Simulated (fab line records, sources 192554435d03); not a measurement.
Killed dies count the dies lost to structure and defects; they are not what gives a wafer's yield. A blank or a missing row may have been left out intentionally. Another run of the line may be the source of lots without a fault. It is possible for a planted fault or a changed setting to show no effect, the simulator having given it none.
A single fault, viewed from 2 desks | flow n5-finfet | what lay behind the numbers comes last; until then each desk has only its own

DESK OF THE TOOL OWNER: rie-diel-03
The tool's own readings at N5_BEOL_M0_SAQP_ETCH_49 (etches SiO2 in CF4/O2, target depth 37 nm): means of the sampled wafers that have a number, for each lot that ran on this tool. Any lot whose mean is over 4 standard deviations away from the usual mean is out of limits and marked OUT; that distance is given in the brackets.
Columns: A = drypump-motor-current-A at N5_BEOL_M0_SAQP_ETCH_49, usual 5.6 A; B = oes_o_777_au at N5_BEOL_M0_SAQP_ETCH_49, usual 0.77 a.u.; C = oes-product-au at N5_BEOL_M0_SAQP_ETCH_49, usual 0.77 a.u.; D = rf-fwd-power-W at N5_BEOL_M0_SAQP_ETCH_49, usual 532.6 W; E = rf-vpp-V at N5_BEOL_M0_SAQP_ETCH_49, usual 240.5 V; F = showerhead-plenum-p-Torr at N5_BEOL_M0_SAQP_ETCH_49, usual 2.22 Torr; G = throttle-valve-pct at N5_BEOL_M0_SAQP_ETCH_49, usual 15.79 %
lot  | first seen here | A   | B    | C    | D     | E     | F    | G
L549 | day 6 02:33     | 5.3 | 0.76 | 0.74 | 531.8 | 239.8 | 2.28 | 15.74
L550 | day 6 05:16     | 5.2 | 0.76 | 0.75 | 532.6 | 240.3 | 2.21 | 15.74
L563 | day 9 15:53     | 5.4 | 0.74 | 0.85 | 532.0 | 241.9 | 2.20 | 15.73
L564 | day 9 19:33     | 5.2 | 0.74 | 0.83 | 532.2 | 240.4 | 2.20 | 15.78
This desk's verdict: no lot among the 4 shows anything out of limits.

THE METROLOGY DESK
What the gauges read for every lot (on any tool): the sampled wafers with a number, averaged. Any lot whose mean is over 4 standard deviations away from the usual mean is out of limits and marked OUT; that distance is given in the brackets. Shown here are 7 of its 10 readings, the ones lying furthest out on some lot.
Columns: A = DIBL_N at N5_BEOL_M4_RC_MEAS_101, usual 36.3 mV/V; B = DIBL_P at N5_BEOL_M4_RC_MEAS_101, usual 36.2 mV/V; C = ION_N at N5_BEOL_M4_RC_MEAS_101, usual 673 uA/um; D = ION_P at N5_BEOL_M4_RC_MEAS_101, usual 461 uA/um; E = SS_N at N5_BEOL_M4_RC_MEAS_101, usual 71.5 mV/dec; F = VT_N at N5_BEOL_M4_RC_MEAS_101, usual 249.9 mV; G = VT_P at N5_BEOL_M4_RC_MEAS_101, usual -250.6 mV
lot  | first seen here | A    | B    | C   | D   | E    | F     | G
L549 | day 8 05:33     | 35.8 | 35.3 | 674 | 463 | 70.7 | 249.8 | -251.6
L550 | day 8 10:10     | 36.6 | 37.1 | 662 | 457 | 72.0 | 252.5 | -251.4
L554 | day 9 09:32     | 38.4 | 37.4 | 680 | 467 | 71.8 | 249.3 | -249.2
L564 | day 11 15:38    | 37.0 | 36.2 | 663 | 458 | 71.3 | 250.1 | -250.4
L563 | day 11 23:32    | 36.3 | 35.1 | 666 | 463 | 71.5 | 251.2 | -247.2
L568 | day 12 23:17    | 35.2 | 35.7 | 676 | 468 | 71.4 | 249.6 | -247.9
L569 | day 13 01:10    | 36.0 | 34.6 | 675 | 468 | 71.2 | 250.0 | -247.3
L570 | day 13 13:49    | 35.6 | 35.4 | 667 | 458 | 71.5 | 251.8 | -252.5
This desk's verdict: no lot among the 8 shows anything out of limits.

BROUGHT TOGETHER
The desk of the tool owner found nothing out of limits.
At the metrology desk, nothing out of limits was observed.

WHAT THE SIMULATOR HAD PUT IN
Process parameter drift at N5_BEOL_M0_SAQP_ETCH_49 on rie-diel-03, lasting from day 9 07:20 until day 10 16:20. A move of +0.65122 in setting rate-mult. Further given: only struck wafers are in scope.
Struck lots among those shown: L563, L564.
